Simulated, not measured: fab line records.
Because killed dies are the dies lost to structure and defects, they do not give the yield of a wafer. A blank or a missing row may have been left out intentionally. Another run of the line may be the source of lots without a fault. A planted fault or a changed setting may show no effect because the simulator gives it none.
What tool caused it? | flow n5Finfet | 33 wafers from 11 lots sampled at 2 of the route's 1938 steps

## WHAT THE GAUGES SHOWED, per wafer
N5_BEOL_M7_INSPECT_30: inspects for defects (brightfield).
lot  | measured     | on               | rawDefectCount
L535 | day 9 21:51  | defectInspect-01 | 531 413 452
L536 | day 10 12:03 | defectInspect-01 | 360 441 448
L537 | day 10 18:34 | defectInspect-01 | 216 281 344
L539 | day 11 05:42 | defectInspect-02 | 331 369 269
L541 | day 12 00:22 | defectInspect-02 | 371 405 328
L544 | day 12 09:49 | defectInspect-02 | 471 419 381
L546 | day 13 09:39 | defectInspect-01 | 386 313 429
L547 | day 13 09:32 | defectInspect-02 | 327 670 347
L548 | day 13 11:44 | defectInspect-01 | 369 441 305
L549 | day 14 05:43 | defectInspect-01 | 377 383 515
L552 | day 14 12:20 | defectInspect-01 | 293 456 461

## WHAT TOOL EACH LOT RAN ON (gives the tool, then ch and the chambers of the sampled wafers, and finally the start)
lot  | N5_BEOL_M7_STRIP_19
L535 | rieDiel-02 ch 0,1,2, day 9 20:19
L536 | rieDiel-04 ch 0,2, day 10 11:04
L537 | rieDiel-05 ch 1,3, day 10 14:38
L539 | rieDiel-02 ch 0,1,3, day 11 03:36
L541 | rieDiel-05 ch 1,2,3, day 11 23:10
L544 | rieDiel-04 ch 0,1, day 12 06:28
L546 | rieDiel-04 ch 0,1, day 13 07:37
L547 | rieDiel-02 ch 0,2,3, day 13 07:52
L548 | rieDiel-05 ch 0,3, day 13 11:09
L549 | rieDiel-05 ch 0,1,3, day 14 02:57
L552 | rieDiel-02 ch 0,2,3, day 14 09:26
- N5_BEOL_M7_STRIP_19: strips in O2.

## THE ANSWER, worked out from the rows above alone
Rule: the lots themselves supply what counts as usual. Put in order of their means at a reading, lots are off if they are a third of the lots or fewer, leave a main group of 4 or more, and stand apart from it by a gap of 3 or more times the standard deviation of the main group's means; of several such gaps the widest counts. If all means in a main group match to the digits the tables above print for the reading, that group is not used. Also off: a lot with no number at a reading for which 4 or more lots have one. Where the step has rows for the other lots, those lots are counted as sound.
No lot is off at any reading shown: from this, nothing can be told.

## WHAT THE SIMULATOR HAD INSERTED
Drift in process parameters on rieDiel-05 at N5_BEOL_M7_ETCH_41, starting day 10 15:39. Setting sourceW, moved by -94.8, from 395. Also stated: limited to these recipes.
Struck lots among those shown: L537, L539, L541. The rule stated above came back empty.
